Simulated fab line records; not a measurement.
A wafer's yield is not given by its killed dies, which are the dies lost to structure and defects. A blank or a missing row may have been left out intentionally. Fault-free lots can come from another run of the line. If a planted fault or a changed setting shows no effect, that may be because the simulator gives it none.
Matching of chambers + flow nand_harc + pecvd-04 running NHARC_P_M0_DEP_32: 3 sister chambers
The step deposits SiCN, target thk 30 nm. 3 wafers are shown with their chamber, then 8 later ones without.

WAFERS PAIRED WITH THEIR CHAMBERS
| wafer  | chamber | heater_power_w (W) |
|--------|---------|--------------------|
| L095.4 | 0       | 683                |
| L095.6 | 1       | 609                |
| L096.2 | 2       | 635                |

WAFERS WHOSE CHAMBER IS MISSING
| wafer  | heater_power_w (W) |
|--------|--------------------|
| L096.3 | 622                |
| L096.5 | 619                |
| L097.1 | 619                |
| L097.2 | 689                |
| L097.6 | 689                |
| L097.3 | 563                |
| L097.4 | 549                |
| L097.5 | 615                |

CHAMBER TAKEN BY EACH
| wafer  | from the rows above          | in truth |
|--------|------------------------------|----------|
| L096.3 | can't be placed: 1 or 2 or 0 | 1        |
| L096.5 | can't be placed: 1 or 2 or 0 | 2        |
| L097.1 | can't be placed: 1 or 2 or 0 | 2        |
| L097.2 | can't be placed: 0 or 2      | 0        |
| L097.6 | can't be placed: 0 or 2      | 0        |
| L097.3 | can't be placed: 1 or 2      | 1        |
| L097.4 | can't be placed: 1 or 2      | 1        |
| L097.5 | can't be placed: 1 or 2      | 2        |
Placed correctly: 0 of 8. Unplaceable from these rows: 8, with the true chamber sitting among the candidates in 8. Wrongly placed: 0.
How it was worked out, from the rows above alone: a wafer's distance from a chamber is the root of the sum, over the readings, of the square of ((its reading less the chamber's mean) divided by the reading's scatter). The wafer belongs to the nearest chamber; if the next one is less than 2 further off, it can't be placed. For every chamber, the mean is computed from those of its wafers that are shown. The scatter (one wafer shown for each chamber): square how far every hidden wafer sits from the nearest shown wafer, average those squares and take the square root.
